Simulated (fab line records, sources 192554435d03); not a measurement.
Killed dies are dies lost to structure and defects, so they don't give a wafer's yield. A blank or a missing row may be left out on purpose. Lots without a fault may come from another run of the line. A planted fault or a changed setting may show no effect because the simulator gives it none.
A struck lot beside a sound one | flow n5_finfet | 14 steps out of a route of 1938
Sound: wafers L977.2, L977.3, L977.6. Struck: wafer L964.6. (L964.3, L964.4 of the same lot were not struck and are left out.) The cause comes at the end.
At each step with rows: each side's tool, then ch and its chambers, then its first start. Under that, the readings that differ: sound wafers | struck wafers | difference of the means | sigmas: that difference in standard deviations of wafers without a fault.
alike: readings whose means differ by less than 2 such deviations, and words and numbers that are the same on both sides. not compared: withheld readings, readings that some wafer has no value for, bounds like >300 that may hide the same value, and numbers for which the record gives no deviation and whose values overlap.
The two part at a step that has a row with sigmas, a row that says differs or no value, or rows on one side only. Numbers that don't overlap but have no deviation are shown without sigmas and don't part them. A reading that every wafer of one side lacks parts them only if that side has two wafers or more.

first, 1 step without rows for these wafers: N5_BEOL_M9_STRIP_80 (strips in N2/H2, time 10 s).
N5_BEOL_M9_OCD_MEAS_38:
  sound on ocd-02, day 13 08:30; struck on ocd-02, day 10 08:30
  alike: trench_depth_nm
then, 4 steps without rows for these wafers: N5_BEOL_M9_HM_STRIP_39 (strips TiN in peroxide tin strip, target depth 25 nm, time 158 s); N5_BEOL_M9_SRD_40 (time 30 s); N5_BEOL_M9_PRECLEAN_42 (cleans in residue remover, time 60 s); N5_BEOL_M9_SRD_43 (time 30 s).
N5_BEOL_M9_CD_MEAS_35: target cd 70 nm, target cd y 40 nm.
  sound on cd_sem-03, day 13 08:39; struck on cd_sem-01, day 10 08:40
  alike: cd_nm
N5_BEOL_M9_CURE_72: cures SiCOH lowk, time 120 s.
  sound on uv_cure-01 ch 1, day 13 08:44; struck on uv_cure-03 ch 1, day 10 08:48
  alike: lamp_power_pct, wafer_temp_C_max
N5_BEOL_M9_DEGAS_44: time 60 s.
  sound on pvd_sputter-03, day 13 09:27; struck on pvd_sputter-02, day 10 09:05
  alike: heater_power_w
N5_BEOL_M9_PRE_CLEAN_45: time 30 s.
  sound on pvd_sputter-03, day 13 09:29; struck on pvd_sputter-02, day 10 09:08
  alike: heater_power_w
N5_BEOL_M9_ALD_74: deposits TaN, target thk 2 nm, pulse time 2 s, purge time 3 s.
  sound on ald_metal-03 ch 0,2,3, day 13 09:33; struck on ald_metal-04 ch 3, day 10 09:11
  reading                              | sound        | struck | difference | sigmas
  heater_power_w (W)                   | 397 416 424  | 516    | +104       | +3
  precursor_vessel_carrier_sccm (sccm) | 998 997 1002 | 1005   | +6         | +2
then, 1 step without rows for these wafers: N5_BEOL_M9_SURFACE_TREAT_79.
N5_BEOL_M9_CVD_78: deposits Co from CCTBA/H2, target thk 2 nm, time 138.9 s.
  sound on cvd_co-02 ch 0,2, day 13 09:56; struck on cvd_co-01 ch 2, day 10 09:42
  reading          | sound             | struck | difference | sigmas
  run_length_s (s) | 161.9 162.4 161.8 | 108.6  | -53.4      | -99 or more
N5_BEOL_M9_SPUTTER_48: material Cu, target thk 12 nm, time 2 s.
  sound on pvd_sputter-01, day 13 10:14; struck on pvd_sputter-02, day 10 09:49
  alike: throttle_valve_pct

WHERE THEY PART
First at N5_BEOL_M9_ALD_74; last, within this record, at N5_BEOL_M9_CVD_78. Later steps at which nothing parts them and some readings are alike: N5_BEOL_M9_SPUTTER_48.

WHY: what the simulator had put in
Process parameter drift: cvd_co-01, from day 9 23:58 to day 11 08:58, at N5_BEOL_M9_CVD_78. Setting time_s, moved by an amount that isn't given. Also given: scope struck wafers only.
